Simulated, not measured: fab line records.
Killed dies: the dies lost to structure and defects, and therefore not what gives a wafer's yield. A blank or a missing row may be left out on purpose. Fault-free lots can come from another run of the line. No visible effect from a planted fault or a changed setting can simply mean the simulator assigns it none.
Check for tools in common :: flow nand harc :: 6 wafers sampled across 2 lots

== REASON IT WAS OPENED ==
On 2 of the 2 lots, a flag is raised at NHARC_END_SORT_01 on the reading killed at array. Fault-free wafers read 56, with a standard deviation of 18.
Rule: a lot is flagged when every wafer of it that has a number lies more than 4 standard deviations from that mean, or none has a number. As for the other lots, they are considered sound.

lot: L238
measured: day 30 05:56
on: prober-02
killed at array, wafer by wafer: 672 672 673
flag: FLAGGED

lot: L237
measured: day 30 13:32
on: prober-01
killed at array, wafer by wafer: 672 673 674
flag: FLAGGED
The numbers of the flagged lots are 673 on average: +617 against the usual, or +34 standard deviations.

== TOOL THAT RAN EACH LOT ==
The record holds 4 process steps before the reading, out of a route of 1302 steps. Every cell lists first the tool, next ch and the chambers used by the sampled wafers, and last the start.
lot: L238
flag: FLAGGED
NHARC_A_CONTACT_DESCUM_47: rie diel-07 ch 1,2, day 26 23:38
NHARC_A_CONTACT_ETCH_112: har cap etch-02 ch 0,1, day 27 01:43
NHARC_A_CONTACT_ETCH_118: har cap etch-02 ch 0,1, day 27 03:05
NHARC_A_CONTACT_ETCH_121: har cap etch-02 ch 0,1, day 27 03:46

lot: L237
flag: FLAGGED
NHARC_A_CONTACT_DESCUM_47: rie diel-03 ch 0,2,3, day 26 23:49
NHARC_A_CONTACT_ETCH_112: har cap etch-03 ch 0,1, day 27 01:59
NHARC_A_CONTACT_ETCH_118: har cap etch-03 ch 0,1, day 27 03:22
NHARC_A_CONTACT_ETCH_121: har cap etch-03 ch 0,1, day 27 04:02
What is done by these steps:
- NHARC_A_CONTACT_DESCUM_47: chemistry O2, time 3 s.
- NHARC_A_CONTACT_ETCH_112: etches the open film in C4F8/O2/Ar, time 190 s, target depth 1850 nm.
- NHARC_A_CONTACT_ETCH_118: etches the open film in C4F8/O2/Ar, time 190 s, target depth 1850 nm.
- NHARC_A_CONTACT_ETCH_121: etches the open film in C4F8/O2/Ar, time 190 s, target depth 1850 nm.
- NHARC_END_SORT_01

== FLAGGED OVER TOTAL, TOOL BY TOOL (the gauges that took the reading come last) ==
step: NHARC_A_CONTACT_DESCUM_47
tool: rie diel-03
lots run: 1
flagged: 1
share of the flagged lots: some
sound lots run after its first flagged lot: 0

step: NHARC_A_CONTACT_DESCUM_47
tool: rie diel-07
lots run: 1
flagged: 1
share of the flagged lots: some
sound lots run after its first flagged lot: 0

step: NHARC_A_CONTACT_ETCH_112
tool: har cap etch-02
lots run: 1
flagged: 1
share of the flagged lots: some
sound lots run after its first flagged lot: 0

step: NHARC_A_CONTACT_ETCH_112
tool: har cap etch-03
lots run: 1
flagged: 1
share of the flagged lots: some
sound lots run after its first flagged lot: 0

step: NHARC_A_CONTACT_ETCH_118
tool: har cap etch-02
lots run: 1
flagged: 1
share of the flagged lots: some
sound lots run after its first flagged lot: 0

step: NHARC_A_CONTACT_ETCH_118
tool: har cap etch-03
lots run: 1
flagged: 1
share of the flagged lots: some
sound lots run after its first flagged lot: 0

step: NHARC_A_CONTACT_ETCH_121
tool: har cap etch-02
lots run: 1
flagged: 1
share of the flagged lots: some
sound lots run after its first flagged lot: 0

step: NHARC_A_CONTACT_ETCH_121
tool: har cap etch-03
lots run: 1
flagged: 1
share of the flagged lots: some
sound lots run after its first flagged lot: 0

step: NHARC_END_SORT_01
tool: prober-01
lots run: 1
flagged: 1
share of the flagged lots: some
sound lots run after its first flagged lot: 0

step: NHARC_END_SORT_01
tool: prober-02
lots run: 1
flagged: 1
share of the flagged lots: some
sound lots run after its first flagged lot: 0

== WHAT IS ALLOWED BY THE TABLE ==
No row of the table ran every flagged lot.

== WHAT THE SIMULATOR PUT IN ==
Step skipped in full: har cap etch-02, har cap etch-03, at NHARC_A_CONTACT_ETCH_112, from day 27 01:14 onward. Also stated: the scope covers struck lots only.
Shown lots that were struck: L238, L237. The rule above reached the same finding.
